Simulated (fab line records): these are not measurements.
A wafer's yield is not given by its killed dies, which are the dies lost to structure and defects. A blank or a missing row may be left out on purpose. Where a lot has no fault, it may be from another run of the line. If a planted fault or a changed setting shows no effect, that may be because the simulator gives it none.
Chamber matching -- flow n5_finfet -- N5_BEOL_M0_SAQP_SPACER2_ALD_26 on ald_sin-01 has 4 sister chambers
The step deposits SiO2, target thk 15 nm, pulse time 1 s, purge time 2 s. 8 wafers are shown with their chamber, then 9 later ones without.

== WAFERS WITH THEIR CHAMBER ==
wafer,chamber,heater_power_w (W),chamber_pressure_Torr (Torr)
L081.5,1,439,2.001
L082.1,1,429,1.999
L082.4,0,465,1.994
L084.2,2,508,2.000
L084.6,3,541,2.003
L085.3,0,449,1.992
L085.5,2,522,1.995
L085.6,3,537,2.006

== WAFERS WITHOUT THEIR CHAMBER ==
wafer,heater_power_w (W),chamber_pressure_Torr (Torr)
L089.1,513,1.998
L089.4,538,1.998
L089.6,436,1.998
L091.1,504,2.005
L091.2,442,2.007
L091.3,469,2.003
L092.2,445,2.001
L092.4,534,1.999
L092.5,537,1.993

== THE CHAMBER EACH PASSED THROUGH ==
wafer,from the rows above,in truth
L089.1,2,2
L089.4,can't be placed: 2 or 3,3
L089.6,1,1
L091.1,can't be placed: 2 or 3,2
L091.2,1,1
L091.3,can't be placed: 1 or 0 or 2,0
L092.2,1,1
L092.4,can't be placed: 2 or 3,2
L092.5,can't be placed: 2 or 3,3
Placed correctly: 4 of 9. These rows do not allow placing 5 (true chamber among the candidates in 5). Placed wrongly: 0.
How it was worked out, from the rows above alone: a wafer's distance from a chamber is the root of the sum, over the readings, of the square of ((its reading less the chamber's mean) divided by the reading's scatter). If the next closest chamber is less than 2 further off than the closest, the wafer can't be placed; otherwise it belongs to the closest. The mean given for a chamber averages the wafers shown for that chamber. The scatter: the root of (the sum of the squares of (reading less its chamber's mean) over the shown wafers, divided by (wafers less chambers)).
